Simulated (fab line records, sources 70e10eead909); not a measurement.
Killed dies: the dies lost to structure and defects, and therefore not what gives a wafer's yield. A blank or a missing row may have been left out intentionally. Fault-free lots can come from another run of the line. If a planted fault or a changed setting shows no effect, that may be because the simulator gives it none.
Which tool was responsible? | flow nand harc | 66 wafers from 22 lots sampled at 6 of the route's 1159 steps

== WHAT THE GAUGES READ, wafer by wafer ==
The record holds no reading of a measuring or inspecting step that can be judged against a usual standard deviation.

== WHICH TOOL RAN EACH LOT (tool, then ch and the chambers of the sampled wafers, then the start) ==
lot  | NHARC_P_ZERO_WELL_DESCUM_54       | NHARC_P_GATE_STRIP_95                | NHARC_P_M0_DESCUM_14               | NHARC_P_M0_STRIP_18                | NHARC_P_M0_ANNEAL_30             | NHARC_P_M1_ETCH_15
L074 | rie diel-10 ch 0,3, day 1 17:56   | plasma asher-02 ch 0,1, day 5 08:10  | rie diel-05 ch 1,3, day 5 16:20    | rie diel-05 ch 0,1,2, day 5 16:46  | rtp anneal-01 ch 0, day 5 18:08  | rie diel-07 ch 0,3, no start
L076 | rie diel-03 ch 0,1,3, day 2 06:01 | plasma asher-01 ch 0,1, day 6 06:14  | rie diel-05 ch 0,1,3, day 6 14:55  | rie diel-01 ch 1,3, day 6 15:19    | rtp anneal-01 ch 0, day 6 16:34  | rie diel-07 ch 0,2,3, no start
L077 | rie diel-10 ch 1,3, day 2 11:50   | plasma asher-01 ch 0,1, day 6 18:13  | rie diel-01 ch 2, day 7 05:38      | rie diel-10 ch 0,2,3, day 7 06:10  | rtp anneal-01 ch 0, day 7 07:26  | rie diel-03 ch 1,2, no start
L078 | rie diel-05 ch 0,1,3, day 2 17:49 | plasma asher-02 ch 0,1, day 6 18:30  | rie diel-05 ch 1,2,3, day 7 06:12  | rie diel-01 ch 2,3, day 7 06:36    | rtp anneal-02 ch 0, day 7 08:02  | rie diel-03 ch 0,3, no start
L079 | rie diel-10 ch 2,3, day 2 23:49   | plasma asher-02 ch 0,1, day 6 16:16  | rie diel-05 ch 0,2, day 7 04:11    | rie diel-01 ch 1,2, day 7 04:40    | rtp anneal-02 ch 0, day 7 06:08  | rie diel-07 ch 0,2,3, no start
L080 | rie diel-03 ch 1,2,3, day 3 05:50 | plasma asher-02 ch 0,1, day 7 12:08  | rie diel-01 ch 2,3, day 7 19:58    | rie diel-10 ch 0,2, day 7 20:22    | rtp anneal-02 ch 0, day 7 21:40  | rie diel-06 ch 1,2,3, no start
L081 | rie diel-05 ch 0,1,3, day 3 12:03 | plasma asher-02 ch 0,1, day 7 09:46  | rie diel-10 ch 0,2, day 7 18:47    | rie diel-05 ch 1,2,3, day 7 19:11  | rtp anneal-02 ch 0, day 7 20:31  | rie diel-06 ch 1,2,3, no start
L082 | rie diel-05 ch 1,3, day 3 17:50   | plasma asher-01 ch 0,1, day 7 22:12  | rie diel-05 ch 0,1,2, day 8 06:19  | rie diel-01 ch 1,2,3, day 8 06:44  | rtp anneal-01 ch 0, day 8 08:04  | rie diel-03 ch 0,1,2, no start
L084 | rie diel-10 ch 1,3, day 4 05:49   | plasma asher-01 ch 0,1, day 9 07:49  | rie diel-05 ch 0,1,2, day 10 04:46 | rie diel-10 ch 2,3, day 10 05:08   | rtp anneal-01 ch 0, day 10 06:28 | rie diel-06 ch 0,1,2, no start
L085 | rie diel-05 ch 1,3, day 4 11:50   | plasma asher-01 ch 0,1, day 9 10:02  | rie diel-01 ch 0,3, day 10 08:13   | rie diel-01 ch 0,1,3, day 10 08:38 | rtp anneal-02 ch 0, day 10 09:59 | rie diel-06 ch 0,1,2, no start
L086 | rie diel-05 ch 0,1, day 4 18:01   | plasma asher-02 ch 0,1, day 9 07:24  | rie diel-10 ch 1,2,3, day 10 04:20 | rie diel-01 ch 0,1,2, day 10 04:42 | rtp anneal-02 ch 0, day 10 05:59 | rie diel-07 ch 1,2,3, no start
L087 | rie diel-03 ch 0,2, day 5 00:25   | plasma asher-02 ch 0,1, day 9 13:10  | rie diel-10 ch 1,3, day 10 08:33   | rie diel-10 ch 0,1, day 10 08:55   | rtp anneal-02 ch 0, day 10 10:19 | rie diel-03 ch 0,1,3, no start
L088 | rie diel-05 ch 1,3, day 5 05:50   | plasma asher-01 ch 0, day 9 20:43    | rie diel-05 ch 1,2, day 10 09:20   | rie diel-10 ch 0,1,2, day 10 09:42 | rtp anneal-02 ch 0, day 10 10:59 | rie diel-03 ch 0,2,3, no start
L089 | rie diel-05 ch 0,2,3, day 5 11:50 | plasma asher-02 ch 0,1, day 10 03:02 | rie diel-05 ch 0,2,3, day 10 16:41 | rie diel-10 ch 0,2,3, day 10 17:04 | rtp anneal-02 ch 0, day 10 18:25 | rie diel-03 ch 0,2,3, no start
L090 | rie diel-03 ch 1,2, day 5 18:11   | plasma asher-01 ch 0,1, day 10 05:32 | rie diel-01 ch 0,2, day 10 18:20   | rie diel-10 ch 1,2,3, day 10 19:06 | rtp anneal-01 ch 0, day 10 20:22 | rie diel-07 ch 0,1,3, no start
L091 | rie diel-05 ch 1,2,3, day 6 00:19 | plasma asher-02 ch 0,1, day 9 21:04  | rie diel-01 ch 1,2,3, day 10 09:50 | rie diel-10 ch 0,2,3, day 10 10:13 | rtp anneal-01 ch 0, day 10 11:35 | rie diel-03 ch 0,2,3, no start
L092 | rie diel-03 ch 0,2, day 6 05:44   | plasma asher-02 ch 0,1, day 10 03:48 | rie diel-05 ch 0,1,3, day 10 17:22 | rie diel-01 ch 0,1, day 10 17:44   | rtp anneal-01 ch 0, day 10 19:08 | rie diel-07 ch 2,3, no start
L093 | rie diel-03 ch 1,3, day 6 11:56   | plasma asher-02 ch 0,1, day 10 10:39 | rie diel-10 ch 0,1, day 10 22:06   | rie diel-01 ch 1,2, day 10 22:29   | rtp anneal-01 ch 0, day 11 00:13 | rie diel-03 ch 0,2,3, no start
L094 | rie diel-03 ch 0,2,3, day 6 17:55 | plasma asher-01 ch 0,1, day 10 10:07 | rie diel-10 ch 0,2,3, day 10 21:44 | rie diel-01 ch 1,2,3, day 10 22:06 | rtp anneal-02 ch 0, day 10 23:23 | rie diel-03 ch 0,1,3, no start
L095 | rie diel-10 ch 0,1,2, day 6 23:44 | plasma asher-01 ch 1, day 10 15:55   | rie diel-10 ch 0,1, day 10 23:47   | rie diel-05 ch 0,1,3, day 11 00:09 | rtp anneal-02 ch 0, day 11 01:26 | rie diel-07 ch 2,3, no start
L096 | rie diel-03 ch 1,2,3, day 7 05:47 | plasma asher-02 ch 0,1, day 10 16:54 | rie diel-01 ch 0,1,2, day 11 00:56 | rie diel-10 ch 0,1,3, day 11 01:19 | rtp anneal-02 ch 0, day 11 02:35 | rie diel-03 ch 0,1,3, no start
L097 | rie diel-10 ch 0,1, day 7 12:08   | plasma asher-01 ch 0,1, day 11 02:54 | rie diel-01 ch 0,1, day 11 15:05   | rie diel-10 ch 2,3, day 11 15:26   | rtp anneal-01 ch 0, day 11 16:48 | rie diel-06 ch 0,2,3, no start
- NHARC_P_ZERO_WELL_DESCUM_54: chemistry O2, time 3 s.
- NHARC_P_GATE_STRIP_95: strips in O2.
- NHARC_P_M0_DESCUM_14: chemistry O2, time 3 s.
- NHARC_P_M0_STRIP_18: strips in N2/H2.
- NHARC_P_M0_ANNEAL_30: time 90 s.
- NHARC_P_M1_ETCH_15: etches the open film in C4F8/Ar, target depth 182.5 nm, time 91.2 s.

== WHAT THE TOOLS THEMSELVES READ (means of the sampled wafers that have a number; where no wafer has one, the mark that the record gives instead) ==
NHARC_P_ZERO_WELL_DESCUM_54. Usual: drypump motor current A 5.6 A, standard deviation 0.38; oes product au 0.995 a.u., standard deviation 0.01; rf vpp V 57.7 V, standard deviation 0.88; showerhead plenum p Torr 1.89 Torr, standard deviation 0.079; throttle valve pct 11.311 %, standard deviation 0.0088.
lot  | tool        | drypump motor current A (A) | oes product au (a.u.) | rf vpp V (V) | showerhead plenum p Torr (Torr) | throttle valve pct (%) | flag
L074 | rie diel-10 | 5.4                         | 1.003                 | 56.4         | 1.90                            | 11.318                 |
L076 | rie diel-03 | 5.8                         | 0.990                 | 57.6         | 1.90                            | 11.312                 |
L077 | rie diel-10 | 5.2                         | 1.002                 | 57.5         | 1.90                            | 11.320                 |
L078 | rie diel-05 | 5.5                         | 0.990                 | 57.7         | 1.91                            | 11.302                 |
L079 | rie diel-10 | 5.4                         | 1.007                 | 58.7         | 1.92                            | 11.319                 |
L080 | rie diel-03 | 5.6                         | 1.002                 | 57.7         | 1.86                            | 11.308                 |
L081 | rie diel-05 | 5.5                         | 0.995                 | 58.0         | 1.91                            | 11.310                 |
L082 | rie diel-05 | 5.6                         | 0.990                 | 58.1         | 1.98                            | 11.310                 |
L084 | rie diel-10 | 5.2                         | 1.011                 | 57.9         | 1.90                            | 11.309                 |
L085 | rie diel-05 | 5.6                         | 0.991                 | 58.3         | 1.98                            | 11.316                 |
L086 | rie diel-05 | 5.1                         | 0.994                 | 57.9         | 1.91                            | 11.306                 |
L087 | rie diel-03 | 5.4                         | 0.977                 | 57.1         | 1.94                            | 11.313                 |
L088 | rie diel-05 | 5.6                         | 0.992                 | 57.3         | 1.98                            | 11.303                 |
L089 | rie diel-05 | 5.8                         | 0.997                 | 58.3         | 1.85                            | 11.300                 |
L090 | rie diel-03 | 5.8                         | 0.991                 | 57.9         | 1.83                            | 11.314                 |
L091 | rie diel-05 | 5.5                         | 0.994                 | 57.7         | 1.91                            | 11.313                 |
L092 | rie diel-03 | 5.6                         | 0.994                 | 57.7         | 1.98                            | 11.314                 |
L093 | rie diel-03 | 5.9                         | 0.989                 | 57.6         | 1.82                            | 11.312                 |
L094 | rie diel-03 | 5.6                         | 0.994                 | 58.3         | 1.93                            | 11.305                 |
L095 | rie diel-10 | 5.8                         | 0.997                 | 58.2         | 1.89                            | 11.311                 |
L096 | rie diel-03 | 5.6                         | 0.990                 | 57.7         | 1.86                            | 11.309                 |
L097 | rie diel-10 | 5.5                         | 0.993                 | 57.3         | 1.87                            | 11.308                 |

NHARC_P_GATE_STRIP_95. Usual: drypump motor current A 6.0 A, standard deviation 0.48; heater power w 325 W, standard deviation 53; temp c 249.98 C, standard deviation 0.17.
lot  | tool            | drypump motor current A (A) | heater power w (W) | temp c (C) | flag
L074 | plasma asher-02 | 6.3                         | 281                | 249.96     |
L076 | plasma asher-01 | 5.8                         | 391                | 249.85     |
L077 | plasma asher-01 | 5.8                         | 395                | 250.09     |
L078 | plasma asher-02 | 6.3                         | 277                | 250.04     |
L079 | plasma asher-02 | 6.0                         | 282                | 250.04     |
L080 | plasma asher-02 | 6.3                         | 274                | 250.07     |
L081 | plasma asher-02 | 6.0                         | 280                | 249.95     |
L082 | plasma asher-01 | 5.6                         | 373                | 250.08     |
L084 | plasma asher-01 | 5.6                         | 370                | 249.96     |
L085 | plasma asher-01 | 5.8                         | 389                | 250.01     |
L086 | plasma asher-02 | 5.9                         | 295                | 250.10     |
L087 | plasma asher-02 | 5.9                         | 294                | 250.08     |
L088 | plasma asher-01 | 5.5                         | 357                | 250.10     |
L089 | plasma asher-02 | 6.3                         | 283                | 249.80     |
L090 | plasma asher-01 | 5.8                         | 391                | 249.84     |
L091 | plasma asher-02 | 6.3                         | 285                | 249.89     |
L092 | plasma asher-02 | 6.3                         | 284                | 250.20     |
L093 | plasma asher-02 | 6.0                         | 293                | 249.92     |
L094 | plasma asher-01 | 5.8                         | 396                | 250.08     |
L095 | plasma asher-01 | 5.9                         | 415                | 249.96     |
L096 | plasma asher-02 | 6.0                         | 300                | 250.14     |
L097 | plasma asher-01 | 5.7                         | 371                | 250.05     |

NHARC_P_M0_DESCUM_14. Usual: drypump motor current A 5.6 A, standard deviation 0.43; oes product au 0.995 a.u., standard deviation 0.01; rf vpp V 57.8 V, standard deviation 0.8; showerhead plenum p Torr 1.89 Torr, standard deviation 0.072; throttle valve pct 11.311 %, standard deviation 0.0099.
lot  | tool        | drypump motor current A (A) | oes product au (a.u.) | rf vpp V (V) | showerhead plenum p Torr (Torr) | throttle valve pct (%) | flag
L074 | rie diel-05 | 5.6                         | 0.996                 | 57.4         | 1.98                            | 11.311                 |
L076 | rie diel-05 | 5.5                         | 0.994                 | 58.3         | 1.91                            | 11.313                 |
L077 | rie diel-01 | 5.0                         | 0.997                 | 58.7         | 1.95                            | 11.308                 |
L078 | rie diel-05 | 5.5                         | 0.993                 | 57.7         | 1.91                            | 11.322                 |
L079 | rie diel-05 | 5.7                         | 0.995                 | 57.6         | 1.79                            | 11.306                 |
L080 | rie diel-01 | 5.3                         | 1.002                 | 57.8         | 1.86                            | 11.312                 |
L081 | rie diel-10 | 6.1                         | 0.984                 | 57.9         | 1.92                            | 11.306                 |
L082 | rie diel-05 | 5.4                         | 1.003                 | 56.6         | 1.85                            | 11.313                 |
L084 | rie diel-05 | 5.4                         | 1.004                 | 57.9         | 1.84                            | 11.306                 |
L085 | rie diel-01 | 5.8                         | 1.000                 | 57.4         | 1.85                            | 11.300                 |
L086 | rie diel-10 | 5.5                         | 0.991                 | 58.9         | 1.91                            | 11.309                 |
L087 | rie diel-10 | 5.2                         | 0.987                 | 58.5         | 1.88                            | 11.315                 |
L088 | rie diel-05 | 5.2                         | 0.995                 | 58.6         | 1.91                            | 11.323                 |
L089 | rie diel-05 | 5.8                         | 0.994                 | 58.1         | 1.85                            | 11.301                 |
L090 | rie diel-01 | 6.0                         | 1.001                 | 58.3         | 1.94                            | 11.324                 |
L091 | rie diel-01 | 5.4                         | 0.997                 | 57.7         | 1.90                            | 11.307                 |
L092 | rie diel-05 | 5.5                         | 1.002                 | 57.5         | 1.91                            | 11.316                 |
L093 | rie diel-10 | 5.5                         | 0.987                 | 57.3         | 1.87                            | 11.312                 |
L094 | rie diel-10 | 5.7                         | 0.992                 | 57.4         | 1.91                            | 11.314                 |
L095 | rie diel-10 | 5.7                         | 0.993                 | 57.6         | 1.87                            | 11.313                 |
L096 | rie diel-01 | 5.7                         | 0.995                 | 57.6         | 1.94                            | 11.309                 |
L097 | rie diel-01 | 6.1                         | 1.002                 | 57.7         | 1.93                            | 11.306                 |

NHARC_P_M0_STRIP_18. Usual: drypump motor current A 5.6 A, standard deviation 0.43; oes product au 0.996 a.u., standard deviation 0.012; rf fwd power W 997.7 W, standard deviation 2.9; rf vpp V 90.6 V, standard deviation 0.81; showerhead plenum p Torr 2.02 Torr, standard deviation 0.06; throttle valve pct 14.171 %, standard deviation 0.0094.
lot  | tool        | drypump motor current A (A) | oes product au (a.u.) | rf fwd power W (W) | rf vpp V (V) | showerhead plenum p Torr (Torr) | throttle valve pct (%) | flag
L074 | rie diel-05 | 5.4                         | 0.993                 | 997.5              | 90.8         | 1.97                            | 14.164                 |
L076 | rie diel-01 | 5.6                         | 1.007                 | 994.8              | 91.0         | 2.02                            | 14.172                 |
L077 | rie diel-10 | 5.7                         | 1.004                 | 998.2              | 91.0         | 2.03                            | 14.166                 |
L078 | rie diel-01 | 5.3                         | 0.993                 | 997.8              | 90.5         | 2.03                            | 14.172                 |
L079 | rie diel-01 | 5.4                         | 1.002                 | 999.0              | 90.3         | 2.07                            | 14.160                 |
L080 | rie diel-10 | 6.0                         | 0.989                 | 996.9              | 89.5         | 2.02                            | 14.172                 |
L081 | rie diel-05 | 5.6                         | 0.993                 | 995.8              | 90.8         | 2.04                            | 14.164                 |
L082 | rie diel-01 | 5.4                         | 1.002                 | 999.6              | 90.5         | 2.03                            | 14.172                 |
L084 | rie diel-10 | 5.4                         | 0.981                 | 997.4              | 91.0         | 2.04                            | 14.170                 |
L085 | rie diel-01 | 5.9                         | 0.988                 | 998.7              | 91.3         | 2.02                            | 14.173                 |
L086 | rie diel-01 | 5.7                         | 0.992                 | 1000.0             | 90.4         | 2.07                            | 14.165                 |
L087 | rie diel-10 | 5.7                         | 0.987                 | 1000.9             | 90.9         | 1.99                            | 14.174                 |
L088 | rie diel-10 | 5.8                         | 0.979                 | 999.2              | 90.1         | 2.02                            | 14.167                 |
L089 | rie diel-10 | 5.7                         | 0.993                 | 996.2              | 90.7         | 2.03                            | 14.179                 |
L090 | rie diel-10 | 5.5                         | 0.993                 | 997.2              | 90.8         | 2.03                            | 14.167                 |
L091 | rie diel-10 | 5.7                         | 0.990                 | 994.0              | 90.1         | 2.03                            | 14.178                 |
L092 | rie diel-01 | 5.8                         | 0.999                 | 999.8              | 90.8         | 2.07                            | 14.169                 |
L093 | rie diel-01 | 5.3                         | 1.007                 | 996.5              | 90.9         | 2.08                            | 14.170                 |
L094 | rie diel-01 | 5.4                         | 1.000                 | 996.3              | 91.8         | 2.02                            | 14.171                 |
L095 | rie diel-05 | 5.5                         | 0.995                 | 996.4              | 90.6         | 2.04                            | 14.171                 |
L096 | rie diel-10 | 5.4                         | 0.997                 | 997.5              | 90.8         | 2.00                            | 14.172                 |
L097 | rie diel-10 | 5.4                         | 0.997                 | 997.5              | 90.7         | 2.04                            | 14.167                 |

NHARC_P_M0_ANNEAL_30. Usual: anneal temp c 224.94 C, standard deviation 0.17; wafer_temp_C_max 226.19, standard deviation 0.23.
lot  | tool          | anneal temp c (C) | wafer_temp_C_max | flag
L074 | rtp anneal-01 | 224.91            | 226.36           |
L076 | rtp anneal-01 | 224.96            | 226.18           |
L077 | rtp anneal-01 | 224.94            | 225.85           |
L078 | rtp anneal-02 | 224.84            | 226.14           |
L079 | rtp anneal-02 | 224.93            | 226.01           |
L080 | rtp anneal-02 | 224.84            | 226.18           |
L081 | rtp anneal-02 | 225.13            | 226.04           |
L082 | rtp anneal-01 | 224.55            | 226.11           |
L084 | rtp anneal-01 | 225.08            | 226.34           |
L085 | rtp anneal-02 | 225.02            | 226.31           |
L086 | rtp anneal-02 | 224.90            | 226.31           |
L087 | rtp anneal-02 | 224.93            | 226.29           |
L088 | rtp anneal-02 | 224.99            | 226.13           |
L089 | rtp anneal-02 | 224.77            | 226.37           |
L090 | rtp anneal-01 | 224.91            | 226.35           |
L091 | rtp anneal-01 | 224.95            | 226.37           |
L092 | rtp anneal-01 | 224.88            | 226.36           |
L093 | rtp anneal-01 | 225.12            | 226.09           |
L094 | rtp anneal-02 | 224.94            | 225.97           |
L095 | rtp anneal-02 | 224.67            | 226.05           |
L096 | rtp anneal-02 | 225.15            | 226.18           |
L097 | rtp anneal-01 | 224.89            | 226.00           |

NHARC_P_M1_ETCH_15. Usual: oes product au 0.961 a.u., standard deviation 0.017; rf fwd power W 596.0 W, standard deviation 2.3; rf vpp V 440.1 V, standard deviation 2.
lot  | tool        | oes product au (a.u.) | rf fwd power W (W) | rf vpp V (V) | flag
L074 | rie diel-07 | 0.971                 | 595.9              | 440.1        |
L076 | rie diel-07 | 0.948                 | 598.3              | 441.8        |
L077 | rie diel-03 | 0.955                 | 597.5              | 439.4        |
L078 | rie diel-03 | 0.965                 | 594.9              | 442.3        |
L079 | rie diel-07 | 0.924                 | 596.4              | 441.1        |
L080 | rie diel-06 | 0.938                 | 594.3              | 439.4        |
L081 | rie diel-06 | 0.965                 | 596.9              | 438.8        |
L082 | rie diel-03 | 0.963                 | 596.4              | 440.1        |
L084 | rie diel-06 | 0.955                 | 596.0              | 439.7        |
L085 | rie diel-06 | 0.967                 | 595.1              | 440.1        |
L086 | rie diel-07 | 0.977                 | 594.0              | 440.8        |
L087 | rie diel-03 | 0.964                 | 596.6              | 440.6        |
L088 | rie diel-03 | 0.965                 | 597.6              | 440.9        |
L089 | rie diel-03 | 0.958                 | 596.4              | 440.8        |
L090 | rie diel-07 | 0.978                 | 596.8              | 439.5        |
L091 | rie diel-03 | 0.969                 | 594.1              | 440.5        |
L092 | rie diel-07 | 0.962                 | 597.6              | 440.5        |
L093 | rie diel-03 | 0.957                 | 596.9              | 441.3        |
L094 | rie diel-03 | 0.965                 | 596.4              | 439.9        |
L095 | rie diel-07 | 0.970                 | 595.9              | 440.7        |
L096 | rie diel-03 | 0.966                 | 597.7              | 439.8        |
L097 | rie diel-06 | 0.971                 | 591.8              | 439.5        |

== THE ANSWER, worked out from the rows above alone ==
Rule: a lot is off if the mean of its wafers that have a number lies more than 3 standard deviations from the usual mean. Also off: a lot with no number at a reading for which 4 or more lots have one. Where the step has rows for the other lots, those lots are counted as sound. After the gauges, taken in route order, come the tools' own readings; for these a lot's mean is taken, as printed above. At the first step where some lot is off, the reading lying furthest off is the one used; lots without a number count as furthest.
No lot is off on any of the readings shown, so nothing can be concluded from this.

== WHAT WAS PUT IN BY THE SIMULATOR ==
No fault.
